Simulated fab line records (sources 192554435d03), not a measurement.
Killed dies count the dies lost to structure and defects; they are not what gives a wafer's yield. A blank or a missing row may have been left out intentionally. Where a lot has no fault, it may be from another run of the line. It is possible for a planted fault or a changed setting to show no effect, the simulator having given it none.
A struck lot beside a sound one || flow n5Finfet || 16 steps out of a route of 1938
Sound: these wafers, L281.2, L281.4, L281.6. Struck: wafer L296.3 (left out: L296.5, a lot-mate that was not struck); the cause follows at the end.
Each step with rows lists, per side, the tool, then ch with its chambers, then its first start. Under that, the readings that differ: sound wafers || struck wafers || difference of the means || sigmas: that difference in standard deviations of wafers without a fault.
alike: a reading whose means differ by less than 2 such deviations, as well as words and numbers matching on both sides. not compared: withheld readings; readings where some wafer has no value; bounds like >300 that might hide an equal value; numbers whose values overlap and for which the record gives no deviation.
A row with sigmas, a row that says differs or no value, or rows on one side alone: a step with any of these is where the two part. When numbers do not overlap yet have no deviation, they are printed without sigmas and do not part them. Lack of a reading on every wafer of one side parts them only where that side has two or more wafers.

first, 8 steps without rows for these wafers: N5_HKMG_FIN_COAT_41 (time 60 s, resist thk 300 nm); N5_HKMG_FIN_COAT_42 (time 60 s, resist thk 35 nm); N5_HKMG_FIN_COAT_43 (resist thk 90 nm); N5_HKMG_FIN_EBR_45; N5_HKMG_FIN_SOFTBAKE_44 (time 60 s); N5_HKMG_FIN_EXPOSE_46 (exposes mask NDIPOLE); N5_HKMG_FIN_PEB_47 (peb time 60 s); N5_HKMG_FIN_DEVELOP_48 (develop time 30 s).
N5_HKMG_FIN_CD_MEAS_49: the cd target is 202 nm.
  sound on cdSem-01 ch 0, day 4 16:53; struck on cdSem-03 ch 0, day 8 10:00
  alike: cdNm
N5_HKMG_FIN_OVL_MEAS_50:
  sound on overlay-01 ch 0, day 4 16:55; struck on overlay-02 ch 0, day 8 10:02
  alike: NDIPOLE_OVL
N5_HKMG_FIN_INSPECT_61: inspects for defects (macro).
  sound on defectInspect-01, day 4 16:56; struck on defectInspect-02, day 8 10:04
{"reading": "rawDefectCount", "sound": "1 1 1", "struck": 4, "difference": "+3", "sigmas": "+2"}
N5_HKMG_FIN_DESCUM_53: chemistry O2, time 7.9 s.
  sound on rieDiel-01 ch 0,2, day 4 17:01; struck on rieDiel-01 ch 3, day 8 10:19
{"reading": "throttleValvePct (%)", "sound": "20.61 20.36 20.36", "struck": 21.01, "difference": "+0.57", "sigmas": "+2"}
  alike: drypumpMotorCurrentA, oesProductAu, rfVppV, showerheadPlenumPTorr, tempC
  not compared: rfHoursCounterH
N5_HKMG_FIN_ETCH_54: etches SiARC in CF4, target depth 45.5 nm, time 75.8 s.
  sound on rieDiel-01 ch 0,2, day 4 17:03; struck on rieDiel-01 ch 3, day 8 10:22
{"reading": "etchRfOnTimeS (s)", "sound": "74.2 77.6 77.2", "struck": 49.2, "difference": -27.1, "sigmas": -21}
{"reading": "rfVppV (V)", "sound": "184.6 183.5 183.0", "struck": 186.2, "difference": "+2.5", "sigmas": "+2"}
{"reading": "throttleValvePct (%)", "sound": "15.69 15.52 15.52", "struck": 16.07, "difference": "+0.49", "sigmas": "+2"}
  alike: drypumpMotorCurrentA, oesProductAu, showerheadPlenumPTorr
  not compared: rfHoursCounterH
N5_HKMG_FIN_ETCH_55: etches SOC in N2/H2, target depth 240 nm, time 300 s.
  sound on rieDiel-01 ch 0,2, day 4 17:06; struck on rieDiel-01 ch 3, day 8 10:25
{"reading": "throttleValvePct (%)", "sound": "18.03 17.60 17.61", "struck": 18.20, "difference": "+0.45", "sigmas": "+2"}
  alike: drypumpMotorCurrentA, oesProductAu, rfVppV, showerheadPlenumPTorr, tempC
  not compared: rfHoursCounterH
-- the record jumps here: 4 days lie between the struck wafers' starts before and after (it left off in module HKMG_FIN and takes up again in module BEOL_M4, whose first step shown is number 1111 of the route) --
N5_BEOL_M4_RC_MEAS_101:
  sound on prober-02 ch 0, day 9 00:23; struck on prober-02 ch 0, day 12 10:55
{"reading": "SS_N (mV/dec)", "sound": "71.0 70.8 71.7", "struck": 72.4, "difference": "+1.2", "sigmas": "+2"}
  alike: DIBL_N, DIBL_P, IOFF_N, IOFF_P, ION_N, ION_P, SS_P, VT_N, VT_P
-- record jumps: 5 days separate the struck wafers' starts on either side; left off in module BEOL_M4, taken up again in module PASSIVATION, whose first shown step is the route's number 1936 --
N5_PASSIVATION_PROBE_49:
  sound on prober-02, day 13 15:51; struck on prober-01, day 17 06:49
{"reading": "killedDies", "sound": "88 69 113", "struck": 124, "difference": "+34", "sigmas": "+2"}
{"reading": "sort_bin_5_function (%)", "sound": "4.7 3.6 5.1", "struck": 6.5, "difference": "+2.0", "sigmas": "+2"}
{"reading": "sortNPass", "sound": "1092 1111 1067", "struck": 1056, "difference": -34, "sigmas": -2}
  alike: defectLimitedYield, killed_at_M0_to_M3, killed_at_M4_up, killedAtContacts, killedAtFrontEnd, killedAtOther, killedOpen, killedShort, sort_bin_6_memory, sort_bin_8_speed

## WHERE THEY PART
Earliest at N5_HKMG_FIN_INSPECT_61; latest, in this record, at N5_PASSIVATION_PROBE_49.

WHY: the cause the simulator had injected
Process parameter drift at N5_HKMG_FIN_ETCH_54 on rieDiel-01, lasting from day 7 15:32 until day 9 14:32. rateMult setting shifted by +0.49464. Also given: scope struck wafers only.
